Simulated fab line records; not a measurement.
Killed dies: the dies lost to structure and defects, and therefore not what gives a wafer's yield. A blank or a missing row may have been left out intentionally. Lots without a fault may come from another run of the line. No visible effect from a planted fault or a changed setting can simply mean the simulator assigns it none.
Problem report in the 8D (eight disciplines) form, filled by code | flow nand_harc | the parts of the form that need people (team, actions taken, sign-off) are left out

1. THE ISSUE
Wafers without a fault read 197, standard deviation 71; raw_defect_count at NHARC_P_GATE_INSPECT_68 reads a mean of 1272 on 6 wafers belonging to 2 lots. That is +15 standard deviations from the usual mean.
First seen on wafer L827.1, day 8 16:17, on defect_inspect-02. Wafers with a number at this step in the record: 33, from 11 lots. Rule for "out", or "out of limits": more than 4 standard deviations from the usual mean. All remaining wafers that have a number are taken as sound.

2. WHAT IT IS AND WHAT IT IS NOT
question                    | is                     | is not
which readings at this step | raw_defect_count       | -
which lots                  | L826, L827             | L820, L823, L824, L825, L831, L838, L839, L841, L842
which wafers of those lots  | all that have a number | -
read on which gauges        | defect_inspect-02      | defect_inspect-01
when                        | from day 8 16:17       | up to then (12 sound wafers); but 15 sound wafers of L831, L838, L839, L841, L842 came after

3. WHAT RULES OUT EACH SUSPECT
Counting: a tool stays on the suspect list if, at a process step up to the reading, it processed all lots that are out and no sound lot following the first of them.
- ruled out: the gauge at NHARC_P_GATE_INSPECT_68. All the wafers that are out were read on defect_inspect-02, but those of them that NHARC_END_SORT_01 has rows for are out there too, on other tools.
- krf_scanner-02 at NHARC_P_GATE_EXPOSE_43 (exposes mask P NSD, target cd 720 nm): ruled out as a lasting fault. Sound lots L842 ran on it after its first lot that is out, L827 (day 8 09:29).
Left after counting: nothing in the record.

4. THE CAUSE (what the simulator had put in)
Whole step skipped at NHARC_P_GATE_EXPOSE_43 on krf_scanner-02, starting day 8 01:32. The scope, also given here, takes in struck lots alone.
It was ruled out by counting, in error; the rule expects a fault to strike all lots run on its tool from its start on, and this fault did not.

5. THE CHAIN OF EFFECTS, in route order
Rows list readings where the struck wafers' mean (over those with a number) sits beyond 3 standard deviations from the usual. Only readings whose record carries a usual standard deviation are examined. hours: median over the lots of the time between each lot's start at the first step of this table that gives one and its start at this step. sigmas: the change, counted in usual standard deviations.
hours | step                    | reading             | usual | on struck wafers | change | sigmas
0     | NHARC_P_GATE_INSPECT_68 | raw_defect_count    | 197   | 1272             | +1076  | +15
451   | NHARC_END_SORT_01       | killed_at_periphery | 3.5   | 617.8            | +614.3 | +99 or more
451   | NHARC_END_SORT_01       | killed_dies         | 58    | 677              | +619   | +29
Readings that are blank on the struck wafers while sound wafers have them: exposure_dose_mJ_cm2 at NHARC_P_GATE_EXPOSE_43; focus_offset_nm at NHARC_P_GATE_EXPOSE_43; cd_nm at NHARC_P_GATE_CD_MEAS_46.

6. HOW IT WOULD HAVE BEEN CAUGHT EARLIER
In this record the first reading out of limits at a measuring or inspecting step was taken at day 8 16:17, 15 hours after the fault began at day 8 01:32.
Between NHARC_P_GATE_EXPOSE_43 and NHARC_P_GATE_INSPECT_68, NHARC_P_GATE_CD_MEAS_46 gave no cd_nm on the struck wafers, where sound wafers have one: a measuring or inspecting step that comes back empty is itself a sign.
At NHARC_P_GATE_EXPOSE_43 the tool's readings are blank on the struck wafers, where sound wafers have them: an empty tool record is the first sign, and it was there at once.
